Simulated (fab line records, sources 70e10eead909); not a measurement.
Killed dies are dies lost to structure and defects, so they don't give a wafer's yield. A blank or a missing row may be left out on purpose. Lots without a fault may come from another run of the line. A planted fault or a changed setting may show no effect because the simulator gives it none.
Which tool did it? | flow nand_harc | 13 lots, 39 wafers sampled, at 5 steps of a route of 1302

WHAT THE GAUGES READ, wafer by wafer
NHARC_A_BONDPAD_THK_MEAS_20: measures by xrf.
lot  | measured     | on            | thk_nm (nm)
L724 | day 22 09:40 | film_metro-02 | 170.4 170.5 171.8
L726 | day 22 21:52 | film_metro-01 | 172.2 169.5 169.9
L725 | day 22 20:41 | film_metro-01 | 167.7 169.7 168.6
L727 | day 24 04:58 | film_metro-02 | 171.2 169.4 169.4
L735 | day 26 19:50 | film_metro-01 | 170.8 171.9 171.8
L738 | day 28 06:54 | film_metro-01 | 166.9 169.4 169.0
L737 | day 27 21:14 | film_metro-01 | 168.8 170.1 170.3
L740 | day 28 19:23 | film_metro-01 | 169.6 169.4 170.6
L741 | day 29 11:08 | film_metro-01 | 170.5 170.5 169.3
L743 | day 30 17:11 | film_metro-02 | 169.0 171.2 169.4
L744 | day 30 16:07 | film_metro-02 | 168.2 167.4 170.0
L745 | day 31 23:16 | film_metro-02 | 169.0 169.6 168.7
L746 | day 31 18:19 | film_metro-01 | 171.3 169.3 170.6

NHARC_THIN_TSV_CD_MEAS_37.
lot  | measured     | on        | cd_nm (nm)
L724 | day 23 05:20 | cd_sem-02 | 5003.9 5002.9 5003.0
L726 | day 23 17:50 | cd_sem-03 | 4995.6 4999.0 5000.6
L725 | day 23 16:35 | cd_sem-02 | 5001.8 5001.2 5000.6
L727 | day 25 02:02 | cd_sem-03 | 4999.7 4998.8 4998.7
L735 | day 31 17:30 | cd_sem-01 | 4997.1 4996.2 4999.7
L738 | day 31 22:25 | cd_sem-03 | 5000.9 5001.8 5001.0
L737 | day 31 21:10 | cd_sem-01 | 4999.5 5002.7 4999.9
L740 | day 32 00:43 | cd_sem-01 | 4998.4 5001.1 5001.1
L741 | day 32 01:56 | cd_sem-02 | 5001.3 5000.3 4999.8
L743 | day 32 05:53 | cd_sem-02 | 4998.6 4999.2 5000.7
L744 | day 32 04:14 | cd_sem-01 | 4997.9 4997.9 4997.9
L745 | day 32 19:23 | cd_sem-03 | 5001.2 5000.2 4999.7
L746 | day 32 13:30 | cd_sem-01 | 5001.1 4999.0 4997.4

NHARC_END_SORT_01.
lot  | measured     | on        | killed_at_array | killed_at_other | killed_at_periphery | killed_dies | killed_open | killed_short
L725 | day 24 07:56 | prober-02 | 107 123 127     | 0 0 0           | 3 4 3               | 110 127 130 | 2 3 2       | 1 1 4
L727 | day 25 08:26 | prober-01 | 160 151 164     | 0 0 0           | 3 1 2               | 163 152 166 | 5 3 4       | 1 1 1
L735 | day 32 06:51 | prober-01 | 42 32 41        | 0 1 0           | 9 3 9               | 51 36 50    | 1 4 6       | 1 0 0

WHICH TOOL RAN EACH LOT (tool, then ch and the chambers of the sampled wafers, then the start)
lot  | NHARC_A_ONON_D2_DEP_06           | NHARC_THIN_TSV_ETCH_44
L724 | pecvd_onon-03 ch 0, day 11 05:56 | rie_diel-06 ch 0,2,3, day 22 22:02
L726 | pecvd_onon-03 ch 0, day 12 11:01 | rie_diel-08 ch 0,1,3, day 23 10:49
L725 | pecvd_onon-03 ch 0, day 12 15:28 | rie_diel-09 ch 0,1,2, day 23 09:34
L727 | pecvd_onon-03 ch 0, day 13 15:37 | rie_diel-09 ch 1,2, day 24 18:55
L735 | pecvd_onon-01 ch 0, day 16 01:31 | rie_diel-08 ch 0,3, day 31 10:29
L738 | pecvd_onon-04 ch 0, day 17 06:54 | rie_diel-06 ch 0,1,3, day 31 15:17
L737 | pecvd_onon-01 ch 0, day 17 07:02 | rie_diel-06 ch 0,2,3, day 31 14:04
L740 | pecvd_onon-03 ch 0, day 18 14:36 | rie_diel-06 ch 0,3, day 31 17:39
L741 | pecvd_onon-04 ch 0, day 19 04:13 | rie_diel-06 ch 1,3, day 31 18:50
L743 | pecvd_onon-03 ch 0, day 19 22:26 | rie_diel-06 ch 0,2, day 31 22:34
L744 | pecvd_onon-04 ch 0, day 20 05:20 | rie_diel-09 ch 0,1,3, day 31 21:15
L745 | pecvd_onon-04 ch 0, day 20 11:18 | rie_diel-08 ch 0,1,2, day 32 12:12
L746 | pecvd_onon-03 ch 0, day 20 17:07 | rie_diel-08 ch 0,1, day 32 06:23
- NHARC_A_ONON_D2_DEP_06: target thk 1000 nm.
- NHARC_THIN_TSV_ETCH_44: etches the open film in CF4/O2, target depth 1594.2 nm, time 797.1 s.

WHAT THE TOOLS THEMSELVES READ (means of the sampled wafers that have a number; where no wafer has one, the mark that the record gives instead)
NHARC_A_ONON_D2_DEP_06.
lot  | tool          | susceptor_temp_C (C)
L724 | pecvd_onon-03 | 400.19
L726 | pecvd_onon-03 | 399.96
L725 | pecvd_onon-03 | 399.88
L727 | pecvd_onon-03 | 399.94
L735 | pecvd_onon-01 | 400.13
L738 | pecvd_onon-04 | 399.93
L737 | pecvd_onon-01 | 400.04
L740 | pecvd_onon-03 | 400.25
L741 | pecvd_onon-04 | 400.04
L743 | pecvd_onon-03 | 399.85
L744 | pecvd_onon-04 | 400.07
L745 | pecvd_onon-04 | 400.07
L746 | pecvd_onon-03 | 399.62

NHARC_THIN_TSV_ETCH_44.
lot  | tool        | drypump_motor_current_A (A) | oes_product_au (a.u.) | rf_vpp_V (V) | showerhead_plenum_p_Torr (Torr) | throttle_valve_pct (%)
L724 | rie_diel-06 | 5.9                         | 1.006                 | 796          | 1.88                            | 16.913
L726 | rie_diel-08 | 5.6                         | 0.988                 | 795          | 1.84                            | 16.915
L725 | rie_diel-09 | 5.3                         | 1.002                 | 794          | 1.82                            | 16.905
L727 | rie_diel-09 | 5.2                         | 0.998                 | 792          | 1.79                            | 16.915
L735 | rie_diel-08 | 6.0                         | 0.995                 | 791          | 1.77                            | 16.919
L738 | rie_diel-06 | 5.6                         | 0.998                 | 796          | 1.86                            | 16.923
L737 | rie_diel-06 | 5.9                         | 0.999                 | 798          | 1.88                            | 16.916
L740 | rie_diel-06 | 5.7                         | 1.001                 | 795          | 1.84                            | 16.921
L741 | rie_diel-06 | 5.5                         | 0.995                 | 796          | 1.88                            | 16.922
L743 | rie_diel-06 | 6.2                         | 0.999                 | 799          | 1.91                            | 16.917
L744 | rie_diel-09 | 5.4                         | 0.999                 | 796          | 1.85                            | 16.917
L745 | rie_diel-08 | 5.4                         | 1.000                 | 798          | 1.89                            | 16.913
L746 | rie_diel-08 | 5.1                         | 1.007                 | 796          | 1.86                            | 16.919

THE ANSWER, worked out from the rows above alone
Rule: what is usual is taken from the lots themselves. Put in order of their means at a reading, lots are off if they are a third of the lots or fewer, leave a main group of 4 or more, and stand apart from it by a gap of 3 or more times the standard deviation of the main group's means; of several such gaps the widest counts. A main group whose means are all the same, to the digits that the tables above print for the reading, isn't used. A lot without any number at a reading at which 4 lots or more have one is off too. The other lots that the step has rows for count as sound. The gauges are gone through in route order, then the tools' own readings, and for those a lot's mean is taken as printed above. The first step at which some lot is off is used, and at that step the reading that is off furthest; a lot without a number counts as furthest.
No lot is off at any reading shown: from this, nothing can be told.

WHAT THE SIMULATOR HAD PUT IN
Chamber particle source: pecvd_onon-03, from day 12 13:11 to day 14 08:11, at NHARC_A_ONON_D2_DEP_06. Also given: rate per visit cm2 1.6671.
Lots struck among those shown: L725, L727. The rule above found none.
